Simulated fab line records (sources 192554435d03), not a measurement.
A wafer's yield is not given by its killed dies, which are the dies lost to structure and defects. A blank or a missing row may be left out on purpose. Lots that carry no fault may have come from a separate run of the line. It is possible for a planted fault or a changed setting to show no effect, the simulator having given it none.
Split-lot study :: flow n5Finfet :: 21 wafers read across 7 lots, on a route 1938 steps long

## THE SPLIT
At N5_MOL_CONTACT_COAG_ALD_27 (deposits SiOC, target thk 17 nm, pulse time 1.5 s, time 2720 s), the setting aldCycles was moved away from the recipe's 340 on 7 of the 21 wafers read, by -6.8% to +12.6%. For the rest of the wafers, this setting stayed at what the recipe calls for.

The split's own step is where the reading is taken.

## THE READING
SiOC_of_MOL_CONTACT_COAG_ALD_27.thkNm (the simulator's own value, which no gauge read), in nm, at N5_MOL_CONTACT_COAG_ALD_27 (deposits SiOC, target thk 17 nm, pulse time 1.5 s, time 2720 s). No usual value for it is given in the file. Here, 14 wafers ran the recipe; their average is 17.1 nm with a standard deviation of 0.09 nm.

wafer: L075.1
tool, chamber at the split: aldSin-03, 0,1,2
aldCycles as run: 340
against the recipe: recipe
SiOC_of_MOL_CONTACT_COAG_ALD_27.thkNm, nm: 17.2
against lot-mates on the recipe: -

wafer: L075.3
tool, chamber at the split: aldSin-03, 0,1,2
aldCycles as run: 340
against the recipe: recipe
SiOC_of_MOL_CONTACT_COAG_ALD_27.thkNm, nm: 17.2
against lot-mates on the recipe: -

wafer: L075.4
tool, chamber at the split: aldSin-03, 0,1,2
aldCycles as run: 340
against the recipe: recipe
SiOC_of_MOL_CONTACT_COAG_ALD_27.thkNm, nm: 17.2
against lot-mates on the recipe: -

wafer: L077.2
tool, chamber at the split: aldSin-03, 0
aldCycles as run: 340
against the recipe: recipe
SiOC_of_MOL_CONTACT_COAG_ALD_27.thkNm, nm: 17.2
against lot-mates on the recipe: -

wafer: L077.3
tool, chamber at the split: aldSin-03, 2,3
aldCycles as run: 340
against the recipe: recipe
SiOC_of_MOL_CONTACT_COAG_ALD_27.thkNm, nm: 17
against lot-mates on the recipe: -

wafer: L077.4
tool, chamber at the split: aldSin-03, 2,3
aldCycles as run: 340
against the recipe: recipe
SiOC_of_MOL_CONTACT_COAG_ALD_27.thkNm, nm: 17
against lot-mates on the recipe: -

wafer: L078.2
tool, chamber at the split: aldSin-03, 2,3
aldCycles as run: 340
against the recipe: recipe
SiOC_of_MOL_CONTACT_COAG_ALD_27.thkNm, nm: 17
against lot-mates on the recipe: -

wafer: L078.4
tool, chamber at the split: aldSin-03, 2,3
aldCycles as run: 340
against the recipe: recipe
SiOC_of_MOL_CONTACT_COAG_ALD_27.thkNm, nm: 17
against lot-mates on the recipe: -

wafer: L078.5
tool, chamber at the split: aldSin-03, 2
aldCycles as run: 363
against the recipe: +6.8%
SiOC_of_MOL_CONTACT_COAG_ALD_27.thkNm, nm: 18.2
against lot-mates on the recipe: +1.2

wafer: L079.3
tool, chamber at the split: aldSin-04, 1,2
aldCycles as run: 317
against the recipe: -6.8%
SiOC_of_MOL_CONTACT_COAG_ALD_27.thkNm, nm: 15.8
against lot-mates on the recipe: -1.2

wafer: L079.4
tool, chamber at the split: aldSin-04, 1,2
aldCycles as run: 317
against the recipe: -6.8%
SiOC_of_MOL_CONTACT_COAG_ALD_27.thkNm, nm: 15.8
against lot-mates on the recipe: -1.2

wafer: L079.6
tool, chamber at the split: aldSin-04, 1
aldCycles as run: 340
against the recipe: recipe
SiOC_of_MOL_CONTACT_COAG_ALD_27.thkNm, nm: 17
against lot-mates on the recipe: -

wafer: L081.3
tool, chamber at the split: aldSin-01, 3,0,2
aldCycles as run: 340
against the recipe: recipe
SiOC_of_MOL_CONTACT_COAG_ALD_27.thkNm, nm: 17
against lot-mates on the recipe: -

wafer: L081.4
tool, chamber at the split: aldSin-01, 3,0,2
aldCycles as run: 340
against the recipe: recipe
SiOC_of_MOL_CONTACT_COAG_ALD_27.thkNm, nm: 17
against lot-mates on the recipe: -

wafer: L081.6
tool, chamber at the split: aldSin-01, 3,0,2
aldCycles as run: 340
against the recipe: recipe
SiOC_of_MOL_CONTACT_COAG_ALD_27.thkNm, nm: 17
against lot-mates on the recipe: -

wafer: L082.2
tool, chamber at the split: aldSin-04, 3
aldCycles as run: 374
against the recipe: +10.0%
SiOC_of_MOL_CONTACT_COAG_ALD_27.thkNm, nm: 18.6
against lot-mates on the recipe: no lot-mate on the recipe

wafer: L082.5
tool, chamber at the split: aldSin-04, 3
aldCycles as run: 374
against the recipe: +10.0%
SiOC_of_MOL_CONTACT_COAG_ALD_27.thkNm, nm: 18.6
against lot-mates on the recipe: no lot-mate on the recipe

wafer: L082.4
tool, chamber at the split: aldSin-04, 2
aldCycles as run: 374
against the recipe: +10.0%
SiOC_of_MOL_CONTACT_COAG_ALD_27.thkNm, nm: 18.8
against lot-mates on the recipe: no lot-mate on the recipe

wafer: L088.3
tool, chamber at the split: aldSin-04, 3,1
aldCycles as run: 340
against the recipe: recipe
SiOC_of_MOL_CONTACT_COAG_ALD_27.thkNm, nm: 17
against lot-mates on the recipe: -

wafer: L088.6
tool, chamber at the split: aldSin-04, 3,1
aldCycles as run: 340
against the recipe: recipe
SiOC_of_MOL_CONTACT_COAG_ALD_27.thkNm, nm: 17
against lot-mates on the recipe: -

wafer: L088.5
tool, chamber at the split: aldSin-04, 2
aldCycles as run: 383
against the recipe: +12.6%
SiOC_of_MOL_CONTACT_COAG_ALD_27.thkNm, nm: 19.2
against lot-mates on the recipe: +2.2
The file does not say which wafer passed through which chamber wherever a row lists several chambers: such a row stands for several wafers.

THE FIT
A straight line over all 21 wafers: SiOC_of_MOL_CONTACT_COAG_ALD_27.thkNm changes by +0.169 nm for each +1% of aldCycles; r = +0.99; the points scatter about the line by 0.096 nm.
The same after taking each lot's own level away (the mean of its wafers on the recipe; 18 wafers): +0.176 nm for each +1%; r = +1.00; scatter 0.041 nm.
That fit puts the effect of the largest move of aldCycles on the reading at 2.2 nm.
The span of the lots' own levels, 17.00 to 17.20 nm, comes to 2.2 times the standard deviation stated above.
The two slopes agree, so the slope changes little with the lot-to-lot level.
Check: for one of the wafers moved furthest among these (+12.6%), held out of the fit, the line's prediction against its lot-mates is +2.24 nm. It came out at +2.2 nm against them.

## OTHER SPLITS ON THESE WAFERS
These wafers also went through other splits before the reading. Each is held against what the fit with the lots' levels taken away leaves over:
other split on the same wafers: N5_WELL_APT_EXPOSE_05 doseMj
wafers away from the commonest value: 10
r with SiOC_of_MOL_CONTACT_COAG_ALD_27.thkNm (lot level and that fit taken away): +0.03

other split on the same wafers: N5_FIN_SAQP_SPACER1_ALD_24 aldCycles
wafers away from the commonest value: 7
r with SiOC_of_MOL_CONTACT_COAG_ALD_27.thkNm (lot level and that fit taken away): -0.02

other split on the same wafers: N5_DUMMY_GATE_COAT_28 spinRpm
wafers away from the commonest value: 9
r with SiOC_of_MOL_CONTACT_COAG_ALD_27.thkNm (lot level and that fit taken away): -0.06

other split on the same wafers: N5_DUMMY_GATE_EXPOSE_12 doseMj
wafers away from the commonest value: 4
r with SiOC_of_MOL_CONTACT_COAG_ALD_27.thkNm (lot level and that fit taken away): +0.02

other split on the same wafers: N5_SD_EPI_P_EPI_21 epiGrowthTimeS
wafers away from the commonest value: 6
r with SiOC_of_MOL_CONTACT_COAG_ALD_27.thkNm (lot level and that fit taken away): +0.04

other split on the same wafers: N5_SDB_COAT_05 spinRpm
wafers away from the commonest value: 8
r with SiOC_of_MOL_CONTACT_COAG_ALD_27.thkNm (lot level and that fit taken away): +0.07

## FILE'S OWN FIT
SiOC_of_MOL_CONTACT_COAG_ALD_27.thkNm changes by +0.175 nm for each +1% of aldCycles, r = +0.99.
